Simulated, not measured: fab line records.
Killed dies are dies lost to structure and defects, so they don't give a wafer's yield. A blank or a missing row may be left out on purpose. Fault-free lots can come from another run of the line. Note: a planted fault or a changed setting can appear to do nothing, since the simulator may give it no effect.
Matching of chambers | flow n5 finfet | 4 sister chambers for N5_MOL_CONTACT_COAG_ETCH_106 on rie diel-05
The step etches SOC in N2/H2, target depth 80 nm, overetch 16 nm, time 120 s. 4 wafers are shown with their chamber, then 7 later ones without.

## WAFERS WITH THEIR CHAMBER
wafer  | chamber | throttle valve pct (%)
L083.4 | 2       | 17.99
L086.6 | 1       | 17.21
L090.1 | 3       | 18.19
L090.2 | 0       | 17.88

## WAFERS WHOSE CHAMBER IS MISSING
wafer  | throttle valve pct (%)
L090.3 | 17.22
L092.1 | 18.20
L092.3 | 17.89
L092.4 | 17.23
L094.2 | 17.90
L094.3 | 18.20
L094.5 | 18.21

## CHAMBER TAKEN BY EACH
wafer  | from the rows above | in truth
L090.3 | 1                   | 1
L092.1 | 3                   | 3
L092.3 | 0                   | 0
L092.4 | 1                   | 1
L094.2 | 0                   | 0
L094.3 | 3                   | 3
L094.5 | 3                   | 3
Correct placement for 7 of the 7. From these rows, 0 cannot be placed. Wrongly placed: 0.
How it was worked out, from the rows above alone: a wafer's distance from a chamber is the root of the sum, over the readings, of the square of ((its reading less the chamber's mean) divided by the reading's scatter). The wafer belongs to the nearest chamber; if the next one is less than 2 further off, it can't be placed. A chamber's mean is the mean of its shown wafers. The scatter: with one shown wafer a chamber, the root of the mean of the squares of how far each hidden wafer lies from its nearest shown one.
